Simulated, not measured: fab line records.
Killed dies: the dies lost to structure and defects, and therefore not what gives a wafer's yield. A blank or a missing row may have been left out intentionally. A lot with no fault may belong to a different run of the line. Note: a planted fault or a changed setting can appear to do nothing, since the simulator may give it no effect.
Chamber matching / flow n5_finfet / rie_diel-01 running N5_BEOL_M6_STRIP_67: 4 sister chambers
The step strips in CF4. 4 wafers are shown with their chamber, then 10 later ones without.

WAFERS, EACH WITH ITS CHAMBER
wafer=L079.3; chamber=2; throttle_valve_pct (%)=13.29
wafer=L081.2; chamber=1; throttle_valve_pct (%)=13.89
wafer=L086.2; chamber=0; throttle_valve_pct (%)=13.11
wafer=L086.3; chamber=3; throttle_valve_pct (%)=13.38

WAFERS WITHOUT THEIR CHAMBER
wafer=L086.5; throttle_valve_pct (%)=13.10
wafer=L088.1; throttle_valve_pct (%)=13.34
wafer=L088.3; throttle_valve_pct (%)=13.36
wafer=L088.6; throttle_valve_pct (%)=13.35
wafer=L094.1; throttle_valve_pct (%)=13.38
wafer=L094.2; throttle_valve_pct (%)=13.12
wafer=L094.6; throttle_valve_pct (%)=13.40
wafer=L097.1; throttle_valve_pct (%)=13.38
wafer=L097.2; throttle_valve_pct (%)=13.42
wafer=L097.4; throttle_valve_pct (%)=13.17

WHICH CHAMBER EACH WENT THROUGH
wafer=L086.5; from the rows above=0; in truth=0
wafer=L088.1; from the rows above=can't be placed: 3 or 2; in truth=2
wafer=L088.3; from the rows above=can't be placed: 3 or 2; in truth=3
wafer=L088.6; from the rows above=can't be placed: 3 or 2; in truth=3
wafer=L094.1; from the rows above=3; in truth=3
wafer=L094.2; from the rows above=0; in truth=0
wafer=L094.6; from the rows above=3; in truth=3
wafer=L097.1; from the rows above=3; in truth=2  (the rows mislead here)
wafer=L097.2; from the rows above=3; in truth=3
wafer=L097.4; from the rows above=0; in truth=0
Correctly placed: 6 of 10. From these rows, 3 cannot be placed; in 3 the true chamber is one of the candidates. Placed wrongly: 1.
How it was worked out, from the rows above alone: a wafer's distance from a chamber is the root of the sum, over the readings, of the square of ((its reading less the chamber's mean) divided by the reading's scatter). The wafer belongs to the nearest chamber; if the next one is less than 2 further off, it can't be placed. The mean given for a chamber averages the wafers shown for that chamber. The scatter: root of mean squared gap, hidden wafer to nearest shown wafer, with one shown wafer a chamber.
